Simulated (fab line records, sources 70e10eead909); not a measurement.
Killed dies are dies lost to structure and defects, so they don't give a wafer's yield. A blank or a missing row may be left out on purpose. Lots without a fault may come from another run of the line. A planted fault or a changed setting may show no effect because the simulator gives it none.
A struck lot beside a sound one | flow nand_harc | 14 steps out of a route of 1302
Sound: wafers L850.2, L850.5, L850.6. Struck: wafers L865.1, L865.2, L865.5. The cause comes at the end.
At each step with rows: each side's tool, then ch and its chambers, then its first start. Under that, the readings that differ: sound wafers | struck wafers | difference of the means | sigmas: that difference in standard deviations of wafers without a fault.
alike: readings whose means differ by less than 2 such deviations, and words and numbers that are the same on both sides. not compared: withheld readings, readings that some wafer has no value for, bounds like >300 that may hide the same value, and numbers for which the record gives no deviation and whose values overlap.
The two part at a step that has a row with sigmas, a row that says differs or no value, or rows on one side only. Numbers that don't overlap but have no deviation are shown without sigmas and don't part them. A reading that every wafer of one side lacks parts them only if that side has two wafers or more.

first, 1 step without rows for these wafers: NHARC_A_DECK1_JOINT_SRD_15.
NHARC_A_DECK1_JOINT_DEP_16: deposits SiO2, target thk 45 nm.
  sound on pecvd-04 ch 1,2, day 13 10:40; struck on pecvd-02 ch 0,1, day 20 04:09
  alike: heater_power_w, throttle_valve_pct
  not compared: since_wet_clean_h
NHARC_A_DECK1_JOINT_THK_MEAS_17: measures by ellipsometry.
  sound on film_metro-02, day 13 10:57; struck on film_metro-01, day 20 04:24
  alike: thk_nm
NHARC_A_DECK1_JOINT_INSPECT_05:
  sound on defect_inspect-01, day 13 10:59; struck on defect_inspect-02, day 20 04:26
  reading          | sound       | struck      | difference | sigmas
  raw_defect_count | 490 380 583 | 225 191 154 | -294       | -2
then, 1 step without rows for these wafers: NHARC_A_ONON_D2_DEP_00 (target thk 1000 nm).
NHARC_A_ONON_D2_THK_MEAS_02: measures by ellipsometry.
  sound on film_metro-01, day 13 11:34; struck on film_metro-01, day 20 05:01
  alike: thk_nm
then, 1 step without rows for these wafers: NHARC_A_ONON_D2_DEP_03 (target thk 1000 nm).
NHARC_A_ONON_D2_THK_MEAS_05: measures by ellipsometry.
  sound on film_metro-01, day 13 12:08; struck on film_metro-02, day 20 05:35
  alike: thk_nm
then, 1 step without rows for these wafers: NHARC_A_ONON_D2_DEP_06 (target thk 1000 nm).
NHARC_A_ONON_D2_THK_MEAS_08: measures by ellipsometry.
  sound on film_metro-01, day 13 12:41; struck on film_metro-01, day 20 06:09
  alike: thk_nm
then, 1 step without rows for these wafers: NHARC_A_ONON_D2_DEP_09 (target thk 1000 nm).
NHARC_A_ONON_D2_THK_MEAS_11: measures by ellipsometry.
  sound on film_metro-01, day 13 13:16; struck on film_metro-01, day 20 06:43
  alike: thk_nm
NHARC_A_ONON_D2_DEP_12: target thk 1000 nm.
  sound on pecvd_onon-03 ch 0, day 13 13:22; struck on pecvd_onon-04 ch 0, day 20 06:46
NHARC_A_ONON_D2_THK_MEAS_14: measures by ellipsometry.
  sound on film_metro-02, day 13 13:50; struck on film_metro-01, day 20 07:28
  reading     | sound          | struck      | difference | sigmas
  thk_nm (nm) | 1006 1007 1008 | 691 693 692 | -315       | -35
  not compared: hold

WHERE THEY PART
First at NHARC_A_DECK1_JOINT_INSPECT_05; last, within this record, at NHARC_A_ONON_D2_THK_MEAS_14.

WHY: what the simulator had put in
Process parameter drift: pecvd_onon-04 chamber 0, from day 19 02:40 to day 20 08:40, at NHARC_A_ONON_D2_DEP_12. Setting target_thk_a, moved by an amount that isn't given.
